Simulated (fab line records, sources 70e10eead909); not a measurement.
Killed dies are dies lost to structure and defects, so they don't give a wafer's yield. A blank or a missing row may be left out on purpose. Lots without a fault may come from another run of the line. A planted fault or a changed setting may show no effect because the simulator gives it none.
Chamber matching | flow nand_harc | NHARC_A_WL_FILL_ALD_10 on ald_hk-04: 4 sister chambers
The step deposits SiO2, target thk 50 nm, pulse time 10 s, ald cycles 500. 7 wafers are shown with their chamber, then 9 later ones without.

WAFERS WITH THEIR CHAMBER
wafer  | chamber | heater_power_w (W) | precursor_pulse_height_rel
L080.2 | 0       | 473                | 0.990
L082.2 | 0       | 466                | 0.989
L084.2 | 2       | 545                | 1.015
L084.6 | 3       | 444                | 0.993
L086.2 | 1       | 472                | 0.977
L086.1 | 3       | 442                | 1.005
L086.5 | 1       | 477                | 1.028

WAFERS WITHOUT THEIR CHAMBER
wafer  | heater_power_w (W) | precursor_pulse_height_rel
L088.2 | 485                | 0.998
L088.4 | 535                | 0.988
L088.5 | 446                | 1.000
L090.1 | 445                | 0.997
L090.3 | 440                | 0.990
L090.6 | 453                | 1.005
L092.2 | 494                | 0.998
L092.3 | 544                | 1.007
L092.4 | 454                | 0.998

WHICH CHAMBER EACH WENT THROUGH
wafer  | from the rows above     | in truth
L088.2 | can't be placed: 1 or 0 | 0
L088.4 | 2                       | 2
L088.5 | 3                       | 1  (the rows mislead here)
L090.1 | 3                       | 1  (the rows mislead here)
L090.3 | 3                       | 3
L090.6 | can't be placed: 3 or 0 | 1
L092.2 | can't be placed: 1 or 0 | 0
L092.3 | 2                       | 2
L092.4 | can't be placed: 3 or 0 | 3
Placed correctly: 3 of 9. Can't be placed from these rows: 4 (the true chamber is among the candidates in 3). Placed wrongly: 2.
How it was worked out, from the rows above alone: a wafer's distance from a chamber is the root of the sum, over the readings, of the square of ((its reading less the chamber's mean) divided by the reading's scatter). The wafer belongs to the nearest chamber; if the next one is less than 2 further off, it can't be placed. A chamber's mean is the mean of its shown wafers. The scatter: the root of (the sum of the squares of (reading less its chamber's mean) over the shown wafers, divided by (wafers less chambers)).
